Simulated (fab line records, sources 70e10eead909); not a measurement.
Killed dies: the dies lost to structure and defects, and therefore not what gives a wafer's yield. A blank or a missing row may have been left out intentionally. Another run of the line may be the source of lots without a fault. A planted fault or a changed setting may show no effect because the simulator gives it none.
Matching of chambers | flow nand harc | NHARC_P_M1_ETCH_35 on rie diel-07 has 4 sister chambers
The step etches the open film in N2/H2, target depth 40 nm, overetch 12 nm, time 43.94 s. 4 wafers are shown with their chamber, then 7 later ones without.

## WAFERS, EACH WITH ITS CHAMBER
wafer  | chamber | showerhead plenum p Torr (Torr)
L413.1 | 0       | 2.18
L413.3 | 3       | 2.09
L425.1 | 2       | 1.90
L425.2 | 1       | 2.05

## WAFERS WHOSE CHAMBER IS MISSING
wafer  | showerhead plenum p Torr (Torr)
L425.6 | 2.18
L426.1 | 2.05
L426.5 | 2.09
L426.6 | 2.18
L430.1 | 2.08
L430.4 | 2.18
L430.6 | 2.08

## THE CHAMBER EACH PASSED THROUGH
wafer  | from the rows above | in truth
L425.6 | 0                   | 0
L426.1 | 1                   | 1
L426.5 | 3                   | 3
L426.6 | 0                   | 0
L430.1 | 3                   | 3
L430.4 | 0                   | 0
L430.6 | 3                   | 3
Correctly placed: 7 of 7. Not placeable from these rows: 0. Placed wrongly: 0.
How it was worked out, from the rows above alone: a wafer's distance from a chamber is the root of the sum, over the readings, of the square of ((its reading less the chamber's mean) divided by the reading's scatter). If the next closest chamber is less than 2 further off than the closest, the wafer can't be placed; otherwise it belongs to the closest. The mean given for a chamber averages the wafers shown for that chamber. The scatter (one wafer shown for each chamber): square how far every hidden wafer sits from the nearest shown wafer, average those squares and take the square root.
